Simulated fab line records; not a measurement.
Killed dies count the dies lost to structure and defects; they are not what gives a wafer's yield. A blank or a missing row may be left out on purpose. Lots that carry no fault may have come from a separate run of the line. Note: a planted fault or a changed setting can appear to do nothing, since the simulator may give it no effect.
Chamber matching    flow n5-finfet    N5_FIN_SAQP_ETCH_67 on rie-diel-01 has 4 sister chambers
The step etches SiNx in CH3F/O2, target depth 30 nm. 8 wafers are shown with their chamber, then 8 later ones without.

## EACH WAFER AND ITS CHAMBER
wafer   chamber  rf-vpp-V (V)  showerhead-plenum-p-Torr (Torr)
L083.4  0        291           2.03
L083.6  3        302           2.08
L086.1  0        290           2.03
L086.4  3        302           2.07
L088.3  2        308           2.05
L089.5  2        307           2.05
L089.6  1        295           2.04
L092.1  1        295           2.03

## WAFERS WITHOUT THEIR CHAMBER
wafer   rf-vpp-V (V)  showerhead-plenum-p-Torr (Torr)
L092.4  291           2.02
L092.5  291           2.02
L094.2  296           2.03
L094.3  306           2.05
L094.6  295           2.03
L096.3  296           2.03
L096.4  307           2.05
L096.6  296           2.03

## WHICH CHAMBER EACH WENT THROUGH
wafer   from the rows above  in truth
L092.4  0                    0
L092.5  0                    0
L094.2  1                    1
L094.3  2                    2
L094.6  1                    1
L096.3  1                    1
L096.4  2                    2
L096.6  1                    1
Placed correctly: 8 of 8. From these rows, 0 cannot be placed. Wrongly placed: 0.
How it was worked out, from the rows above alone: a wafer's distance from a chamber is the root of the sum, over the readings, of the square of ((its reading less the chamber's mean) divided by the reading's scatter). If the next closest chamber is less than 2 further off than the closest, the wafer can't be placed; otherwise it belongs to the closest. A chamber's mean is the mean of its shown wafers. The scatter: the root of (the sum of the squares of (reading less its chamber's mean) over the shown wafers, divided by (wafers less chambers)).
